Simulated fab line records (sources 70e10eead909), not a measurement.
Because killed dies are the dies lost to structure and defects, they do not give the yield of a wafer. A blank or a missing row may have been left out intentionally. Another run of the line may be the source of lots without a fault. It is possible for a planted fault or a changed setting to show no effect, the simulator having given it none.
fab line records -- flow nand_harc
record: lots: 24, wafers: 72, last_day: 33
route steps=1302 shown P_GATE@205 P_CONTACT@217 P_M0@269 P_M1@300 P_M2@335
lots that met no fault: from a run of the same line without faults
start_h: hours from the record's first day to the start of the lot's first wafer shown -- wait_h: how many hours have passed since the lot's step before this one -- " the same as in the row above -- L1.1+2: one row covering several wafers at once -- - value missing, or start not given -- * or withheld: withheld -- < > ~ a bound
route shown NAME@n: a module of which the file shows steps, and the number in the route of the first -- usual: the fault-free wafers' mean and standard deviation -- same: alike in all rows -- chamber/n: place in a boat -- sites: each site's reading -- _std_site: their standard deviation -- _edge_site: outer sites' mean less inner sites' -- radius_mm: how far each site lies from the wafer's centre -- mask NAME#n: copy n -- behind: tool/chamber where the wafer was last shaped -- hold: reason for holding the lot/hours on hold/outcome of the hold -- device: the n, p or np transistor that did not switch -- end of line: at the end of the route, the tests of the same wafers -- for a step that has no rows: nothing shown but its recipe -- killed: at the first sort, the dies lost to defects and structure; wafer yield is something else -- map: dies across one wafer; x = killed, . = not, _ = none there
set.NAME: setting as actually run; set.NAME@STEP: the setting as run at that earlier step -- model.NAME: the simulator's own value behind a step, which no gauge read
steps of the route over a sample of lots; a table a step, a row a wafer
services: from which hour (start_h, from the record's first day; less than 0 if before it) a tool's chamber was out of use, for how many hours, and why
== steps ==
step: NHARC_P_GATE_STRIP_95
recipe: power_w: 1500, temp_c: 250, chemistry: O2
usual: drypump_motor_current_A: 5.8/0.61, heater_power_w: 317/33
lot.wafer,tool,chamber,start_h,wait_h,drypump_motor_current_A,heater_power_w,rf_hours_counter_h
L074.1,plasma_asher-01,0,114.44,0.5,6.3,333,22
L074.4,plasma_asher-01,1,114.44,0.5,6.2,353,-
L074.3,plasma_asher-01,0,114.44,0.5,6.3,339,-
L075.1,plasma_asher-02,0,132.58,0.6,4.7,274,3
L075.3,plasma_asher-02,1,132.58,0.6,5.6,271,-
L075.5,plasma_asher-02,1,132.58,0.6,5.6,290,-
L076.2,plasma_asher-01,0,142.36,0.5,6.3,325,29
L076.4,plasma_asher-01,1,142.36,0.5,6.1,349,-
L076.5,plasma_asher-01,0,142.36,0.5,6.3,329,-
L077.2,plasma_asher-02,0,145.01,0.6,4.7,280,6
L077.1,plasma_asher-02,1,145.01,0.6,5.6,272,6
L077.3,plasma_asher-02,1,145.01,0.6,5.6,278,-
L078.4,plasma_asher-02,1,150.82,0.4,5.6,273,-
L078.5,plasma_asher-02,1,150.82,0.4,5.6,281,-
L078.6,plasma_asher-02,0,150.82,0.4,4.7,280,-
L079.1,plasma_asher-02,0,165.52,0.6,4.7,286,11
L079.4,plasma_asher-02,1,165.52,0.6,5.6,277,-
L079.6,plasma_asher-02,1,165.52,0.6,5.6,278,-
L080.1,plasma_asher-02,0,176.32,0.5,4.7,280,14
L080.4,plasma_asher-02,0,176.32,0.5,4.7,281,-
L080.5,plasma_asher-02,1,176.32,0.5,5.6,276,-
L081.3,plasma_asher-01,1,181.47,0.4,6.2,344,-
L081.4,plasma_asher-01,0,181.47,0.4,6.3,347,-
L081.5,plasma_asher-01,1,181.47,0.4,6.2,348,-
L082.4,plasma_asher-01,0,192.72,0.4,6.3,346,-
L082.5,plasma_asher-01,0,192.72,0.4,6.2,342,-
L082.6,plasma_asher-01,1,192.72,0.4,6.2,348,-
L083.3,plasma_asher-01,0,206.11,0.4,6.3,346,-
L083.5,plasma_asher-01,0,206.11,0.4,6.3,337,-
L083.6,plasma_asher-01,1,206.11,0.4,6.2,353,-
L084.4,plasma_asher-02,0,210.45,0.4,4.7,280,-
L084.3,plasma_asher-02,1,210.45,0.4,5.6,274,-
L084.6,plasma_asher-02,0,210.45,0.4,4.7,282,-
L085.1,plasma_asher-01,1,222.82,0.6,6.1,348,9
L085.5,plasma_asher-01,1,222.82,0.6,6.1,346,-
L085.6,plasma_asher-01,0,222.82,0.6,6.2,329,-
L086.1,plasma_asher-01,1,232.12,0.5,6.2,350,12
L086.4,plasma_asher-01,0,232.12,0.5,6.3,344,-
L086.5,plasma_asher-01,1,232.12,0.5,6.1,346,-
L087.2,plasma_asher-01,1,243.26,0.5,6.2,346,13
L087.3,plasma_asher-01,0,243.26,0.5,6.3,343,-
L087.5,plasma_asher-01,0,243.26,0.5,6.3,339,-
L089.2,plasma_asher-02,0,262.81,0.6,4.7,279,27
L089.1,plasma_asher-02,1,262.81,0.6,5.6,276,27
L089.6,plasma_asher-02,0,262.81,0.6,4.7,277,-
L088.1,plasma_asher-02,1,263.61,0.6,5.6,278,28
L088.4,plasma_asher-02,1,263.61,0.6,5.6,282,-
L088.3,plasma_asher-02,0,263.61,0.6,4.7,282,-
L090.2,plasma_asher-02,1,284.53,0.6,5.6,279,35
L090.4,plasma_asher-02,1,284.53,0.6,5.6,277,-
L090.5,plasma_asher-02,0,284.53,0.6,4.7,287,-
L091.1,plasma_asher-01,0,288.25,0.6,6.3,339,24
L091.3,plasma_asher-01,0,288.25,0.6,6.3,347,-
L091.4,plasma_asher-01,1,288.25,0.6,6.1,353,-
L092.1,plasma_asher-01,0,297.56,0.6,6.3,332,26
L092.4,plasma_asher-01,1,297.56,0.6,6.2,354,-
L092.6,plasma_asher-01,1,297.56,0.6,6.2,354,-
L094.3,plasma_asher-01,1,314.28,0.4,6.2,342,-
L094.4,plasma_asher-01,0,314.28,0.4,6.3,338,-
L094.5,plasma_asher-01,1,314.28,0.4,6.2,347,-
L093.2,plasma_asher-01,0,315.28,0.6,6.3,350,31
L093.4,plasma_asher-01,1,315.28,0.6,6.2,353,-
L093.6,plasma_asher-01,1,315.28,0.6,6.2,353,-
L095.2,plasma_asher-02,1,335.28,0.5,5.6,283,7
L095.4,plasma_asher-02,0,335.28,0.5,4.7,283,-
L095.6,plasma_asher-02,0,335.28,0.5,4.7,288,-
L096.1,plasma_asher-01,1,340.35,0.6,6.1,346,36
L096.3,plasma_asher-01,0,340.35,0.6,6.3,343,-
L096.6,plasma_asher-01,0,340.35,0.6,6.3,343,-
L097.1,plasma_asher-01,1,353.70,0.5,6.1,356,1
L097.4,plasma_asher-01,1,353.70,0.5,6.2,359,-
L097.5,plasma_asher-01,0,353.70,0.5,6.3,339,-
step: NHARC_P_CONTACT_DEP_30
recipe: target_thk_a: 300, temp_c: 400, target_thk_nm: 30, flow_sccm: 200, rf_w: 450, material: SiNx
usual: heater_power_w: 714/85
lot.wafer,tool,chamber,start_h,wait_h,heater_power_w
L074.1,pecvd-02,2,116.35,0.1,668
L074.3,pecvd-02,0,116.35,0.1,830
L074.4,pecvd-02,0,116.35,0.1,830
L075.1,pecvd-02,1,134.46,0.1,708
L075.3,pecvd-02,0,134.46,0.1,749
L075.5,pecvd-02,0,134.46,0.1,743
L076.2,pecvd-04,2,144.26,0.1,708
L076.5,pecvd-04,2,144.26,0.1,693
L076.4,pecvd-04,0,144.26,0.1,746
L077.1,pecvd-02,0,146.91,0.1,847
L077.3,pecvd-02,1,146.91,0.1,672
L077.2,pecvd-02,2,146.91,0.1,623
L078.4,pecvd-02,0,152.84,0.2,776
L078.5,pecvd-02,1,152.84,0.2,683
L078.6,pecvd-02,2,152.84,0.2,710
L079.1,pecvd-03,2,167.57,0.1,749
L079.6,pecvd-03,2,167.57,0.1,732
L079.4,pecvd-03,1,167.57,0.1,635
L080.1,pecvd-02,0,178.23,0.1,812
L080.5,pecvd-02,0,178.23,0.1,829
L080.4,pecvd-02,1,178.23,0.1,625
L081.3,pecvd-04,2,183.42,0.1,723
L081.5,pecvd-04,1,183.42,0.1,625
L081.4,pecvd-04,2,183.42,0.1,696
L082.6,pecvd-02,1,194.72,0.2,716
L082.4,pecvd-02,2,194.72,0.2,582
L082.5,pecvd-02,0,194.72,0.2,857
L083.3,pecvd-04,2,207.98,0.1,730
L083.5,pecvd-04,2,207.98,0.1,732
L083.6,pecvd-04,1,207.98,0.1,522
L084.3,pecvd-04,1,212.38,0.1,625
L084.6,pecvd-04,2,212.38,0.1,772
L084.4,pecvd-04,0,212.38,0.1,742
L085.1,pecvd-03,0,224.70,0.1,881
L085.6,pecvd-03,0,224.70,0.1,731
L085.5,pecvd-03,2,224.70,0.1,693
L086.1,pecvd-04,2,234.03,0.1,805
L086.4,pecvd-04,1,234.03,0.1,550
L086.5,pecvd-04,2,234.03,0.1,775
L087.3,pecvd-02,0,245.18,0.1,790
L087.2,pecvd-02,1,245.18,0.1,700
L087.5,pecvd-02,2,245.18,0.1,624
L089.2,pecvd-03,0,264.69,0.1,805
L089.1,pecvd-03,2,264.69,0.1,815
L089.6,pecvd-03,0,264.69,0.1,825
L088.3,pecvd-03,1,265.51,0.1,574
L088.1,pecvd-03,0,265.51,0.1,854
L088.4,pecvd-03,1,265.51,0.1,587
L090.2,pecvd-03,2,286.43,0.1,788
L090.4,pecvd-03,0,286.43,0.1,854
L090.5,pecvd-03,2,286.43,0.1,803
L091.3,pecvd-02,0,290.20,0.1,704
L091.1,pecvd-02,1,290.20,0.1,696
L091.4,pecvd-02,0,290.20,0.1,689
L092.1,pecvd-02,0,299.53,0.1,777
L092.4,pecvd-02,0,299.53,0.1,799
L092.6,pecvd-02,2,299.53,0.1,621
L094.3,pecvd-04,0,316.28,0.1,753
L094.4,pecvd-04,0,316.28,0.1,743
L094.5,pecvd-04,2,316.28,0.1,763
L093.2,pecvd-03,1,317.18,0.1,646
L093.6,pecvd-03,2,317.18,0.1,751
L093.4,pecvd-03,0,317.18,0.1,868
L095.2,pecvd-02,1,337.19,0.1,731
L095.4,pecvd-02,1,337.19,0.1,725
L095.6,pecvd-02,2,337.19,0.1,744
L096.3,pecvd-03,0,342.23,0.1,866
L096.1,pecvd-03,2,342.23,0.1,753
L096.6,pecvd-03,0,342.23,0.1,845
L097.1,pecvd-04,2,355.66,0.1,689
L097.5,pecvd-04,0,355.66,0.1,757
L097.4,pecvd-04,2,355.66,0.1,691
step: NHARC_P_CONTACT_CMP_01
recipe: target_thk_nm: 200, material: SiO2
usual: edge_zone_pressure_frac: 1.000/0.0049, motor_current_A: 11.4/0.85
lot.wafer,tool,chamber,start_h,wait_h,edge_zone_pressure_frac,motor_current_A
L074.3,cmp-03,2,117.02,-,0.998,12.5
L074.4,cmp-03,3,117.02,-,0.995,12.3
L074.1,cmp-03,1,117.02,-,1.011,12.1
L075.1,cmp-04,2,135.26,-,1.004,11.1
L075.3,cmp-04,3,135.26,-,0.996,10.4
L075.5,cmp-04,0,135.26,-,0.994,12.1
L076.4,cmp-03,2,144.98,-,0.999,12.5
L076.2,cmp-03,3,144.98,-,1.000,11.1
L076.5,cmp-03,2,144.98,-,1.003,11.7
L077.2,cmp-01,2,147.62,-,1.001,10.6
L077.1,cmp-01,0,147.62,-,0.997,11.4
L077.3,cmp-01,1,147.62,-,0.994,10.1
L078.4,cmp-01,2,153.46,-,0.997,11.3
L078.5,cmp-01,1,153.46,-,1.001,10.9
L078.6,cmp-01,2,153.46,-,0.993,10.7
L079.4,cmp-04,2,168.28,-,0.998,11.4
L079.1,cmp-04,0,168.28,-,0.997,11.6
L079.6,cmp-04,2,168.28,-,1.011,11.6
L080.1,cmp-01,3,178.91,-,1.003,9.7
L080.4,cmp-01,1,178.91,-,1.005,10.4
L080.5,cmp-01,3,178.91,-,1.003,10.1
L081.4,cmp-04,3,184.10,-,1.001,10.4
L081.3,cmp-04,0,184.10,-,1.005,12.9
L081.5,cmp-04,2,184.10,-,0.993,11.5
L082.4,cmp-03,2,195.34,-,0.993,11.6
L082.6,cmp-03,1,195.34,-,1.004,12.1
L082.5,cmp-03,2,195.34,-,0.999,11.8
L083.3,cmp-01,2,208.74,-,1.001,11.1
L083.6,cmp-01,0,208.74,-,0.992,10.8
L083.5,cmp-01,1,208.74,-,0.992,9.9
L084.3,cmp-03,2,213.07,-,0.997,11.8
L084.4,cmp-03,3,213.07,-,1.007,12.1
L084.6,cmp-03,1,213.07,-,0.996,11.8
L085.1,cmp-04,1,225.41,-,0.999,11.6
L085.5,cmp-04,1,225.41,-,0.999,11.7
L085.6,cmp-04,2,225.41,-,1.003,11.4
L086.4,cmp-03,2,234.71,-,0.999,11.6
L086.1,cmp-03,0,234.71,-,0.997,12.7
L086.5,cmp-03,2,234.71,-,0.999,12.6
L087.2,cmp-01,2,245.91,-,0.997,11.5
L087.3,cmp-01,3,245.91,-,1.000,10.3
L087.5,cmp-01,0,245.91,-,1.002,11.6
L089.1,cmp-03,2,265.43,-,0.999,12.3
L089.2,cmp-03,3,265.43,-,1.000,12.0
L089.6,cmp-03,2,265.43,-,1.003,11.6
L088.3,cmp-04,2,266.24,-,0.997,11.4
L088.4,cmp-04,3,266.24,-,1.000,10.8
L088.1,cmp-04,0,266.24,-,0.992,13.3
L090.4,cmp-01,2,287.38,0.3,1.001,11.7
L090.2,cmp-01,3,287.38,0.3,1.007,10.4
L090.5,cmp-01,2,287.38,0.3,1.000,11.3
L091.3,cmp-03,3,290.87,-,0.995,12.1
L091.4,cmp-03,0,290.87,-,0.995,12.5
L091.1,cmp-03,1,290.87,-,1.000,12.1
L092.1,cmp-03,2,300.30,-,0.998,11.6
L092.4,cmp-03,3,300.30,-,1.008,11.7
L092.6,cmp-03,0,300.30,-,1.007,12.6
L094.4,cmp-01,2,316.99,-,0.995,10.9
L094.3,cmp-01,3,316.99,-,0.991,9.8
L094.5,cmp-01,3,316.99,-,0.995,10.8
L093.4,cmp-03,3,317.92,-,0.991,12.4
L093.2,cmp-03,0,317.92,-,0.993,13.1
L093.6,cmp-03,3,317.92,-,0.997,11.8
L095.4,cmp-01,3,337.86,-,0.994,10.5
L095.2,cmp-01,1,337.86,-,1.004,10.3
L095.6,cmp-01,0,337.86,-,1.002,11.1
L096.1,cmp-01,3,342.96,-,1.003,10.3
L096.3,cmp-01,1,342.96,-,1.003,10.2
L096.6,cmp-01,0,342.96,-,0.997,12.0
L097.1,cmp-04,2,356.32,-,1.009,11.3
L097.4,cmp-04,3,356.32,-,1.006,11.0
L097.5,cmp-04,2,356.32,-,1.011,10.7
step: NHARC_P_M0_CD_MEAS_16
usual: cd_nm: 90.1/0.77
lot.wafer,tool,chamber,start_h,wait_h,cd_nm
L074.1,cd_sem-01,-,123.03,-,91.0
L074.3,cd_sem-01,-,123.03,-,89.9
L074.4,cd_sem-01,-,123.03,-,90.4
L075.1,cd_sem-02,-,140.70,-,90.2
L075.3,cd_sem-02,-,140.70,-,89.7
L075.5,cd_sem-02,-,140.70,-,91.5
L076.2,cd_sem-03,-,150.48,-,89.0
L076.4,cd_sem-03,-,150.48,-,89.8
L076.5,cd_sem-03,-,150.48,-,88.9
L077.1,cd_sem-03,-,153.05,-,90.4
L077.2,cd_sem-03,-,153.05,-,90.6
L077.3,cd_sem-03,-,153.05,-,90.6
L078.4,cd_sem-03,-,158.79,-,89.5
L078.5,cd_sem-03,-,158.79,-,88.8
L078.6,cd_sem-03,-,158.79,-,90.3
L079.1,cd_sem-03,-,173.81,-,90.1
L079.4,cd_sem-03,-,173.81,-,90.7
L079.6,cd_sem-03,-,173.81,-,90.2
L080.1,cd_sem-01,-,184.37,-,90.4
L080.4,cd_sem-01,-,184.37,-,90.5
L080.5,cd_sem-01,-,184.37,-,91.2
L081.3,cd_sem-02,-,189.63,-,89.2
L081.4,cd_sem-02,-,189.63,-,89.7
L081.5,cd_sem-02,-,189.63,-,88.8
L082.4,cd_sem-01,-,200.67,-,89.2
L082.5,cd_sem-01,-,200.67,-,88.1
L082.6,cd_sem-01,-,200.67,-,90.1
L083.3,cd_sem-03,-,214.20,-,90.3
L083.5,cd_sem-03,-,214.20,-,89.9
L083.6,cd_sem-03,-,214.20,-,90.7
L084.3,cd_sem-02,-,218.70,-,89.6
L084.4,cd_sem-02,-,218.70,-,89.8
L084.6,cd_sem-02,-,218.70,-,90.5
L085.1,cd_sem-01,-,230.93,-,90.1
L085.5,cd_sem-01,-,230.93,-,90.5
L085.6,cd_sem-01,-,230.93,-,90.4
L086.1,cd_sem-02,-,240.20,-,90.2
L086.4,cd_sem-02,-,240.20,-,90.4
L086.5,cd_sem-02,-,240.20,-,91.6
L087.2,cd_sem-03,-,251.37,-,90.3
L087.3,cd_sem-03,-,251.37,-,90.1
L087.5,cd_sem-03,-,251.37,-,91.4
L089.1,cd_sem-03,-,270.98,-,89.7
L089.2,cd_sem-03,-,270.98,-,91.5
L089.6,cd_sem-03,-,270.98,-,89.3
L088.1,cd_sem-03,-,271.98,-,90.3
L088.3,cd_sem-03,-,271.98,-,91.0
L088.4,cd_sem-03,-,271.98,-,91.0
L090.2,cd_sem-03,-,292.74,-,89.2
L090.4,cd_sem-03,-,292.74,-,90.1
L090.5,cd_sem-03,-,292.74,-,89.8
L091.1,cd_sem-03,-,296.53,-,90.8
L091.3,cd_sem-03,-,296.53,-,90.5
L091.4,cd_sem-03,-,296.53,-,90.7
L092.1,cd_sem-02,-,305.57,-,89.8
L092.4,cd_sem-02,-,305.57,-,88.4
L092.6,cd_sem-02,-,305.57,-,90.0
L094.3,cd_sem-02,-,322.62,-,90.6
L094.4,cd_sem-02,-,322.62,-,91.6
L094.5,cd_sem-02,-,322.62,-,91.1
L093.2,cd_sem-01,-,323.51,-,89.2
L093.4,cd_sem-01,-,323.51,-,89.2
L093.6,cd_sem-01,-,323.51,-,89.6
L095.2,cd_sem-01,-,343.11,-,90.0
L095.4,cd_sem-01,-,343.11,-,90.8
L095.6,cd_sem-01,-,343.11,-,90.1
L096.1,cd_sem-02,-,349.26,-,89.0
L096.3,cd_sem-02,-,349.26,-,89.1
L096.6,cd_sem-02,-,349.26,-,90.3
L097.1,cd_sem-03,-,361.78,-,90.6
L097.4,cd_sem-03,-,361.78,-,88.8
L097.5,cd_sem-03,-,361.78,-,88.5
step: NHARC_P_M1_ETCH_15
recipe: target_depth_a: 1825, time_s: 91.2, c4f8_flow_sccm: withheld, ar_flow_sccm: 400, rf_w: 600, bias_w: 300, chemistry: C4F8/Ar
usual: oes_product_au: 0.954/0.022, rf_vpp_V: 441/3.1
lot.wafer,tool,chamber,start_h,wait_h,oes_product_au,rf_hours_counter_h,rf_vpp_V
L074.4,rie_diel-06,2,-,-,0.982,14,445
L074.1,rie_diel-06,3,-,-,0.961,13,441
L074.3,rie_diel-06,0,-,-,0.967,14,439
L075.3,rie_diel-06,2,-,-,0.972,0,445
L075.1,rie_diel-06,3,-,-,0.982,0,441
L075.5,rie_diel-06,1,-,-,0.961,-,443
L076.4,rie_diel-03,3,-,-,0.991,3,446
L076.2,rie_diel-03,1,-,-,0.983,3,435
L076.5,rie_diel-03,0,-,-,0.977,-,438
L077.3,rie_diel-03,1,-,-,0.974,3,438
L077.2,rie_diel-03,2,-,-,0.991,3,444
L077.1,rie_diel-03,3,-,-,0.974,3,445
L078.4,rie_diel-13,0,-,-,0.922,52,444
L078.5,rie_diel-13,3,-,-,0.927,-,442
L078.6,rie_diel-13,0,-,-,0.921,-,445
L079.1,rie_diel-03,0,-,-,0.984,4,437
L079.4,rie_diel-03,2,-,-,0.975,4,445
L079.6,rie_diel-03,3,-,-,0.970,-,446
L080.1,rie_diel-03,1,-,-,0.943,4,437
L080.5,rie_diel-03,0,-,-,0.922,-,439
L080.4,rie_diel-03,2,-,-,0.936,-,445
L081.3,rie_diel-06,1,-,-,0.966,5,443
L081.4,rie_diel-06,0,-,-,0.957,4,439
L081.5,rie_diel-06,1,-,-,0.963,-,443
L082.4,rie_diel-03,0,-,-,0.961,5,438
L082.5,rie_diel-03,1,-,-,0.968,-,437
L082.6,rie_diel-03,2,-,-,0.981,-,444
L083.3,rie_diel-03,1,-,-,0.934,5,438
L083.6,rie_diel-03,2,-,-,0.932,-,445
L083.5,rie_diel-03,3,-,-,0.921,-,447
L084.3,rie_diel-03,0,-,-,0.924,6,438
L084.6,rie_diel-03,3,-,-,0.920,-,446
L084.4,rie_diel-03,0,-,-,0.925,-,437
L085.1,rie_diel-03,1,-,-,0.957,5,437
L085.5,rie_diel-03,3,-,-,0.962,-,445
L085.6,rie_diel-03,1,-,-,0.980,-,439
L086.4,rie_diel-03,1,-,-,0.933,6,437
L086.1,rie_diel-03,0,-,-,0.929,7,438
L086.5,rie_diel-03,1,-,-,0.948,-,438
L087.3,rie_diel-03,2,-,-,0.936,7,443
L087.2,rie_diel-03,3,-,-,0.924,7,445
L087.5,rie_diel-03,1,-,-,0.973,-,437
L089.1,rie_diel-06,3,-,-,0.935,12,440
L089.2,rie_diel-06,2,-,-,0.923,13,444
L089.6,rie_diel-06,0,-,-,0.941,-,440
L088.4,rie_diel-03,3,-,-,0.916,8,444
L088.1,rie_diel-03,0,-,-,0.922,8,438
L088.3,rie_diel-03,1,-,-,0.940,7,439
L090.2,rie_diel-03,0,-,-,0.973,0,438
L090.4,rie_diel-03,3,-,-,0.974,0,445
L090.5,rie_diel-03,1,-,-,0.971,-,438
L091.3,rie_diel-03,2,-,-,0.973,0,443
L091.1,rie_diel-03,3,-,-,0.978,0,445
L091.4,rie_diel-03,1,-,-,0.976,0,438
L092.1,rie_diel-03,1,-,-,0.962,2,439
L092.6,rie_diel-03,0,-,-,0.945,-,437
L092.4,rie_diel-03,1,-,-,0.963,-,437
L094.4,rie_diel-03,3,-,-,0.953,3,444
L094.3,rie_diel-03,1,-,-,0.979,3,438
L094.5,rie_diel-03,3,-,-,0.966,-,445
L093.4,rie_diel-06,1,-,-,0.963,1,441
L093.2,rie_diel-06,2,-,-,0.980,1,444
L093.6,rie_diel-06,0,-,-,0.981,-,439
L095.2,rie_diel-06,0,-,-,0.955,1,439
L095.4,rie_diel-06,1,-,-,0.926,2,441
L095.6,rie_diel-06,3,-,-,0.953,-,439
L096.1,rie_diel-06,0,-,-,0.960,3,440
L096.3,rie_diel-06,1,-,-,0.944,3,442
L096.6,rie_diel-06,1,-,-,0.953,-,442
L097.4,rie_diel-06,0,-,-,0.933,3,439
L097.1,rie_diel-06,1,-,-,0.920,4,443
L097.5,rie_diel-06,1,-,-,0.926,-,442
step: NHARC_P_M2_STRIP_18
recipe: power_w: 1000, n2_flow_sccm: 150, h2_flow_sccm: 150, ar_flow_sccm: 0, bias_w: 0, chemistry: N2/H2
usual: drypump_motor_current_A: 5.3/0.37, oes_product_au: 1.002/0.011, rf_vpp_V: 90.9/0.93, showerhead_plenum_p_Torr: 2.06/0.11, throttle_valve_pct: 14.173/0.0092
lot.wafer,tool,chamber,start_h,wait_h,drypump_motor_current_A,oes_product_au,rf_hours_counter_h,rf_vpp_V,showerhead_plenum_p_Torr,throttle_valve_pct
L074.1,rie_diel-08,1,131.36,0.1,4.9,1.003,4.6,90.5,1.92,14.157
L074.3,rie_diel-08,2,131.36,0.1,5.4,1.000,4.2,92.4,2.10,14.171
L074.4,rie_diel-08,0,131.36,0.1,5.8,1.014,4.7,90.1,1.90,14.184
L075.1,rie_diel-01,3,148.90,0.1,4.8,0.988,5.9,91.8,2.20,14.163
L075.3,rie_diel-01,0,148.90,0.1,5.4,0.994,4.4,91.6,2.07,14.160
L075.5,rie_diel-01,3,148.90,0.1,4.8,0.997,-,92.5,2.20,14.164
L076.2,rie_diel-08,0,158.54,0.1,5.8,1.022,5.9,90.4,1.90,14.177
L076.4,rie_diel-08,2,158.54,0.1,5.4,0.997,6.2,90.9,2.10,14.167
L076.5,rie_diel-08,3,158.54,0.1,4.9,0.985,-,92.2,2.10,14.179
L077.1,rie_diel-08,1,161.22,0.1,4.9,1.006,7.4,90.2,1.92,14.151
L077.2,rie_diel-08,2,161.22,0.1,5.4,0.995,7.1,91.1,2.10,14.172
L077.3,rie_diel-08,0,161.22,0.1,5.9,1.018,6.5,90.2,1.90,14.178
L078.4,rie_diel-07,3,167.84,0.1,5.4,0.998,1.2,91.3,2.19,14.179
L078.6,rie_diel-07,1,167.84,0.1,5.1,1.015,-,90.3,1.94,14.160
L078.5,rie_diel-07,2,167.84,0.1,5.9,1.002,-,91.3,2.16,14.174
L079.1,rie_diel-01,3,181.97,0.1,4.8,0.993,7.2,92.9,2.20,14.172
L079.4,rie_diel-01,0,181.97,0.1,5.4,1.005,5.7,91.5,2.07,14.189
L079.6,rie_diel-01,3,181.97,0.1,4.8,0.999,-,91.7,2.21,14.171
L080.4,rie_diel-01,0,192.85,0.1,5.4,1.005,6.3,89.6,2.07,14.169
L080.1,rie_diel-01,1,192.85,0.1,4.9,1.011,7.0,91.8,2.15,14.165
L080.5,rie_diel-01,0,192.85,0.1,5.4,1.002,-,91.3,2.07,14.161
L081.3,rie_diel-01,3,198.25,0.1,4.8,0.986,7.7,91.8,2.20,14.168
L081.4,rie_diel-01,2,198.25,0.1,5.8,1.002,7.5,90.4,1.92,14.177
L081.5,rie_diel-01,0,198.25,0.1,5.4,1.006,-,90.7,2.07,14.193
L082.4,rie_diel-08,1,209.09,0.1,4.9,0.996,1.0,89.5,1.92,14.182
L082.6,rie_diel-08,2,209.09,0.1,5.4,1.006,-,90.8,2.10,14.167
L082.5,rie_diel-08,3,209.09,0.1,4.8,1.013,-,91.9,2.10,14.170
L083.3,rie_diel-07,3,222.50,0.1,5.3,0.999,2.7,92.8,2.19,14.158
L083.5,rie_diel-07,2,222.50,0.1,5.9,0.998,-,92.5,2.16,14.170
L083.6,rie_diel-07,3,222.50,0.1,5.3,0.987,-,91.1,2.19,14.170
L084.3,rie_diel-01,1,227.12,0.1,4.9,1.020,0.2,91.6,2.14,14.185
L084.4,rie_diel-01,2,227.12,0.1,5.8,0.995,0.3,91.7,1.92,14.183
L084.6,rie_diel-01,0,227.12,0.1,5.4,0.989,-,90.3,2.07,14.192
L085.1,rie_diel-07,3,239.73,0.1,5.3,1.001,3.8,91.9,2.19,14.161
L085.5,rie_diel-07,3,239.73,0.1,5.3,0.996,-,91.9,2.19,14.170
L085.6,rie_diel-07,0,239.73,0.1,5.4,0.991,-,91.0,1.93,14.162
L086.1,rie_diel-08,1,248.69,0.1,4.9,0.999,5.4,91.6,1.92,14.174
L086.4,rie_diel-08,2,248.69,0.1,5.4,1.002,4.6,90.9,2.10,14.167
L086.5,rie_diel-08,0,248.69,0.1,5.8,1.015,-,90.8,1.90,14.177
L087.3,rie_diel-07,1,259.76,0.1,5.1,1.019,4.1,90.6,1.94,14.172
L087.2,rie_diel-07,2,259.76,0.1,5.8,1.003,4.4,92.1,2.16,14.161
L087.5,rie_diel-07,1,259.76,0.1,5.1,1.016,-,90.7,1.94,14.171
L089.2,rie_diel-07,0,280.48,0.1,5.4,0.990,4.9,90.7,1.93,14.154
L089.1,rie_diel-07,2,280.48,0.1,5.9,1.006,5.7,89.8,2.16,14.179
L089.6,rie_diel-07,1,280.48,0.1,5.1,1.014,-,90.7,1.94,14.170
L088.4,rie_diel-01,3,280.65,0.1,4.9,1.013,3.1,91.3,2.20,14.170
L088.1,rie_diel-01,1,280.65,0.1,4.9,1.018,4.0,91.4,2.14,14.175
L088.3,rie_diel-01,2,280.65,0.1,5.8,1.005,3.2,89.8,1.92,14.172
L090.2,rie_diel-01,2,301.04,0.1,5.8,1.009,3.5,89.9,1.92,14.176
L090.4,rie_diel-01,3,301.04,0.1,4.8,1.004,3.5,90.8,2.20,14.160
L090.5,rie_diel-01,1,301.04,0.1,4.9,1.019,-,90.8,2.14,14.166
L091.4,rie_diel-01,3,304.66,0.1,4.9,0.997,3.8,92.7,2.20,14.166
L091.1,rie_diel-01,1,304.66,0.1,4.9,1.017,5.0,90.3,2.14,14.152
L091.3,rie_diel-01,2,304.66,0.1,5.7,1.002,3.9,89.0,1.92,14.175
L092.1,rie_diel-01,0,314.40,0.1,5.4,0.996,5.4,89.9,2.07,14.166
L092.4,rie_diel-01,1,314.40,0.1,4.9,1.014,5.6,92.0,2.14,14.168
L092.6,rie_diel-01,1,314.40,0.1,4.9,1.025,-,91.1,2.14,14.172
L094.4,rie_diel-01,2,331.00,0.1,5.8,1.009,5.5,89.9,1.92,14.187
L094.3,rie_diel-01,0,331.00,0.1,5.4,1.005,5.9,90.9,2.07,14.161
L094.5,rie_diel-01,3,331.00,0.1,4.9,1.009,-,91.4,2.20,14.177
L093.2,rie_diel-07,2,331.95,0.1,5.9,0.997,2.4,92.2,2.16,14.182
L093.4,rie_diel-07,0,331.95,0.1,5.4,0.994,-,90.5,1.93,14.185
L093.6,rie_diel-07,1,331.95,0.1,5.1,1.010,-,90.8,1.94,14.169
L095.2,rie_diel-08,1,351.32,0.1,4.9,1.001,13.9,90.8,1.92,14.159
L095.4,rie_diel-08,3,351.32,0.1,4.9,0.999,10.2,90.3,2.10,14.168
L095.6,rie_diel-08,2,351.32,0.1,5.3,0.987,-,89.2,2.10,14.188
L096.3,rie_diel-01,1,357.71,0.1,4.9,1.024,7.1,90.7,2.14,14.168
L096.1,rie_diel-01,3,357.71,0.1,4.8,1.001,6.6,92.0,2.20,14.177
L096.6,rie_diel-01,1,357.71,0.1,4.9,1.013,-,90.6,2.14,14.172
L097.4,rie_diel-07,1,370.13,0.1,5.1,1.003,6.2,89.9,1.94,14.177
L097.1,rie_diel-07,2,370.13,0.1,5.9,0.990,5.7,91.0,2.16,14.174
L097.5,rie_diel-07,3,370.13,0.1,5.3,1.004,-,91.6,2.19,14.186
== services ==
tool,chamber,start_h,hours,kind
cmp-01,-,91.77,4.0,pm
cmp-03,-,97.43,6.8,repair
rie_diel-03,-,104.30,9.0,pm
cmp-03,-,108.72,0.9,repair
plasma_asher-02,-,113.25,9.0,pm
rie_diel-03,1,116.00,6.8,repair
cmp-03,-,130.15,1.5,repair
cmp-03,-,162.00,4.0,pm
plasma_asher-01,-,165.00,9.0,pm
rie_diel-03,1,169.93,6.0,repair
rie_diel-03,3,184.88,14.9,repair
cmp-01,-,189.77,4.0,pm
rie_diel-01,-,203.86,9.0,pm
rie_diel-03,2,219.86,4.2,repair
pecvd-02,-,227.41,13.0,pm
rie_diel-03,0,230.78,4.5,repair
rie_diel-03,0,252.70,7.2,repair
cmp-01,-,254.32,4.8,repair
cmp-03,-,260.06,4.0,pm
cmp-01,-,264.11,0.5,repair
rie_diel-03,-,281.30,9.0,pm
plasma_asher-02,-,287.80,4.5,repair
rie_diel-03,2,302.23,9.1,repair
plasma_asher-01,-,342.00,9.0,pm
== key ==
fault none
